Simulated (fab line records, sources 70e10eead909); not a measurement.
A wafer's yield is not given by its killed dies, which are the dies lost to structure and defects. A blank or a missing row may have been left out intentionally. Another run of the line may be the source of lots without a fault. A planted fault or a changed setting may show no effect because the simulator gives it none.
Chamber matching :: flow nandHarc :: rieDiel-05 running NHARC_P_ZERO_WELL_DESCUM_26: 4 sister chambers
The step chemistry O2, time 3 s. 8 wafers are shown with their chamber, then 8 later ones without.

WAFERS PAIRED WITH THEIR CHAMBERS
wafer: L963.5
chamber: 0
showerheadPlenumPTorr (Torr): 1.77
drypumpMotorCurrentA (A): 5.6

wafer: L963.6
chamber: 2
showerheadPlenumPTorr (Torr): 1.82
drypumpMotorCurrentA (A): 6.5

wafer: L968.6
chamber: 0
showerheadPlenumPTorr (Torr): 1.77
drypumpMotorCurrentA (A): 5.5

wafer: L974.3
chamber: 1
showerheadPlenumPTorr (Torr): 1.85
drypumpMotorCurrentA (A): 5.3

wafer: L976.1
chamber: 3
showerheadPlenumPTorr (Torr): 2.00
drypumpMotorCurrentA (A): 5.1

wafer: L976.3
chamber: 1
showerheadPlenumPTorr (Torr): 1.84
drypumpMotorCurrentA (A): 5.3

wafer: L976.6
chamber: 3
showerheadPlenumPTorr (Torr): 2.00
drypumpMotorCurrentA (A): 5.2

wafer: L978.2
chamber: 2
showerheadPlenumPTorr (Torr): 1.81
drypumpMotorCurrentA (A): 6.5

WAFERS WITHOUT THEIR CHAMBER
wafer: L978.5
showerheadPlenumPTorr (Torr): 2.00
drypumpMotorCurrentA (A): 5.2

wafer: L978.6
showerheadPlenumPTorr (Torr): 1.81
drypumpMotorCurrentA (A): 6.5

wafer: L985.1
showerheadPlenumPTorr (Torr): 1.83
drypumpMotorCurrentA (A): 5.3

wafer: L985.3
showerheadPlenumPTorr (Torr): 1.99
drypumpMotorCurrentA (A): 5.2

wafer: L985.4
showerheadPlenumPTorr (Torr): 1.80
drypumpMotorCurrentA (A): 6.5

wafer: L986.1
showerheadPlenumPTorr (Torr): 2.08
drypumpMotorCurrentA (A): 5.6

wafer: L986.2
showerheadPlenumPTorr (Torr): 1.99
drypumpMotorCurrentA (A): 5.2

wafer: L986.5
showerheadPlenumPTorr (Torr): 1.83
drypumpMotorCurrentA (A): 5.3

WHICH CHAMBER EACH WENT THROUGH
wafer: L978.5
from the rows above: 3
in truth: 3

wafer: L978.6
from the rows above: 2
in truth: 2

wafer: L985.1
from the rows above: 1
in truth: 1

wafer: L985.3
from the rows above: 3
in truth: 3

wafer: L985.4
from the rows above: 2
in truth: 2

wafer: L986.1
from the rows above: 3
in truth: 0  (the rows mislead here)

wafer: L986.2
from the rows above: 3
in truth: 3

wafer: L986.5
from the rows above: 1
in truth: 1
7 of 8 placed correctly. Not placeable from these rows: 0. Placed wrongly: 1.
How it was worked out, from the rows above alone: a wafer's distance from a chamber is the root of the sum, over the readings, of the square of ((its reading less the chamber's mean) divided by the reading's scatter). If the next closest chamber is less than 2 further off than the closest, the wafer can't be placed; otherwise it belongs to the closest. A chamber's mean is the mean of its shown wafers. The scatter is the square root of a quotient: the sum, over the shown wafers, of each reading's squared deviation from its chamber's mean, divided by wafers minus chambers.
